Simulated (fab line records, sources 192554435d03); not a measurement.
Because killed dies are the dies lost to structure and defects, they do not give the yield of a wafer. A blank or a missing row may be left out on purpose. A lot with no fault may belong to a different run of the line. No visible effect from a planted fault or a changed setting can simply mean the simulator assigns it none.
Chamber matching    flow n5Finfet    4 sister chambers for N5_MOL_CONTACT_COAG_CMP_52 on cmp-01
The step polishes, stops on SiO2, t overpolish 1.5 s, target thk 66.5 nm. 4 wafers are shown with their chamber, then 7 later ones without.

## WAFERS, EACH WITH ITS CHAMBER
wafer   chamber  motorCurrentA (A)
L084.3  0        14.3
L086.5  1        9.7
L087.3  3        10.4
L087.5  2        13.4

## WAFERS MISSING THEIR CHAMBER
wafer   motorCurrentA (A)
L087.6  10.5
L088.1  10.9
L088.3  13.9
L088.4  10.0
L096.2  10.0
L096.4  13.7
L096.6  10.1

## CHAMBER TAKEN BY EACH
wafer   from the rows above      in truth
L087.6  3                        3
L088.1  3                        3
L088.3  can't be placed: 0 or 2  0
L088.4  can't be placed: 1 or 3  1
L096.2  can't be placed: 1 or 3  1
L096.4  can't be placed: 2 or 0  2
L096.6  can't be placed: 3 or 1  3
2 of 7 placed correctly. These rows do not allow placing 5 (true chamber among the candidates in 5). Placed wrongly: 0.
How it was worked out, from the rows above alone: a wafer's distance from a chamber is the root of the sum, over the readings, of the square of ((its reading less the chamber's mean) divided by the reading's scatter). If the next closest chamber is less than 2 further off than the closest, the wafer can't be placed; otherwise it belongs to the closest. A chamber's mean is the mean of its shown wafers. The scatter (one wafer shown for each chamber): square how far every hidden wafer sits from the nearest shown wafer, average those squares and take the square root.
